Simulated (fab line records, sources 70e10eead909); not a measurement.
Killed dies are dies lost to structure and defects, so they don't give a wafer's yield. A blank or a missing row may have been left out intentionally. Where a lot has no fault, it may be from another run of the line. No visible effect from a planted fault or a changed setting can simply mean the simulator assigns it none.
Chamber matching + flow nandHarc + 4 sister chambers for NHARC_A_CHANNEL_FILL_D1_CMP_10 on cmp-04
The step polishes, target thk 150 nm. 24 wafers are shown with their chamber, then 12 later ones without.

== WAFERS, EACH WITH ITS CHAMBER ==
| wafer  | chamber | motorCurrentA (A) | timeToEndpointS (s) |
|--------|---------|-------------------|---------------------|
| L075.1 | 0       | 10.4              | 15.7                |
| L075.2 | 2       | 13.5              | 16.4                |
| L075.4 | 3       | 9.9               | 16.1                |
| L077.1 | 2       | 13.6              | 13.6                |
| L077.3 | 3       | 9.1               | 14.8                |
| L077.5 | 2       | 13.4              | 14.5                |
| L078.2 | 2       | 13.5              | 14.4                |
| L078.3 | 0       | 10.8              | 15.5                |
| L078.4 | 1       | 13.2              | 15.7                |
| L079.1 | 2       | 13.1              | 15.2                |
| L079.4 | 0       | 10.5              | 14.5                |
| L079.5 | 0       | 10.8              | 13.6                |
| L082.1 | 1       | 12.7              | 14.6                |
| L082.2 | 2       | 13.7              | 15.9                |
| L082.6 | 3       | 9.4               | 18.5                |
| L084.1 | 0       | 10.4              | 14.9                |
| L084.3 | 2       | 13.7              | 12.7                |
| L084.6 | 0       | 11.6              | 15.1                |
| L086.2 | 3       | 9.4               | 13.8                |
| L086.4 | 2       | 13.3              | 18.2                |
| L086.6 | 1       | 13.4              | 15.0                |
| L087.2 | 0       | 10.8              | 18.7                |
| L087.3 | 3       | 9.1               | 16.7                |
| L087.5 | 1       | 12.8              | 17.5                |

SIGNATURES, as means of the wafers listed above
| reading         | chamber 0 | chamber 1 | chamber 2 | chamber 3 | scatter within a chamber |
|-----------------|-----------|-----------|-----------|-----------|--------------------------|
| motorCurrentA   | 10.757    | 13.025    | 13.475    | 9.380     | 0.323                    |
| timeToEndpointS | 15.429    | 15.700    | 15.112    | 15.980    | 1.65                     |
Rule: for a wafer and a chamber, the distance is found by dividing, reading by reading, the gap between the wafer's reading and the chamber's mean by the reading's scatter, squaring, summing and taking the root. The wafer belongs to the nearest chamber; if the next one is less than 2 further off, it can't be placed. The scatter: the root of (the sum of the squares of (reading less its chamber's mean) over the shown wafers, divided by (wafers less chambers)).

== WAFERS WITHOUT THEIR CHAMBER ==
| wafer  | motorCurrentA (A) | timeToEndpointS (s) |
|--------|-------------------|---------------------|
| L089.2 | 11.2              | 16.5                |
| L089.3 | 13.5              | 17.4                |
| L089.4 | 9.5               | 15.9                |
| L092.1 | 13.9              | 14.6                |
| L092.3 | 12.7              | 15.0                |
| L092.6 | 8.8               | 14.8                |
| L093.1 | 9.0               | 16.7                |
| L093.4 | 13.4              | 15.6                |
| L093.6 | 9.7               | 15.6                |
| L095.1 | 11.1              | 16.8                |
| L095.3 | 13.6              | 15.4                |
| L095.5 | 10.9              | 17.9                |

== EACH ONE'S CHAMBER ==
| wafer  | from the rows above     | in truth |
|--------|-------------------------|----------|
| L089.2 | 0                       | 0        |
| L089.3 | can't be placed: 2 or 1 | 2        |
| L089.4 | 3                       | 3        |
| L092.1 | can't be placed: 2 or 1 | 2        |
| L092.3 | can't be placed: 1 or 2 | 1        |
| L092.6 | 3                       | 3        |
| L093.1 | 3                       | 3        |
| L093.4 | can't be placed: 2 or 1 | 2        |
| L093.6 | 3                       | 3        |
| L095.1 | 0                       | 0        |
| L095.3 | can't be placed: 2 or 1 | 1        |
| L095.5 | 0                       | 0        |
7 of 12 placed correctly. Not placeable from these rows: 5 (in 5, the candidates include the true chamber). Wrongly placed: 0.
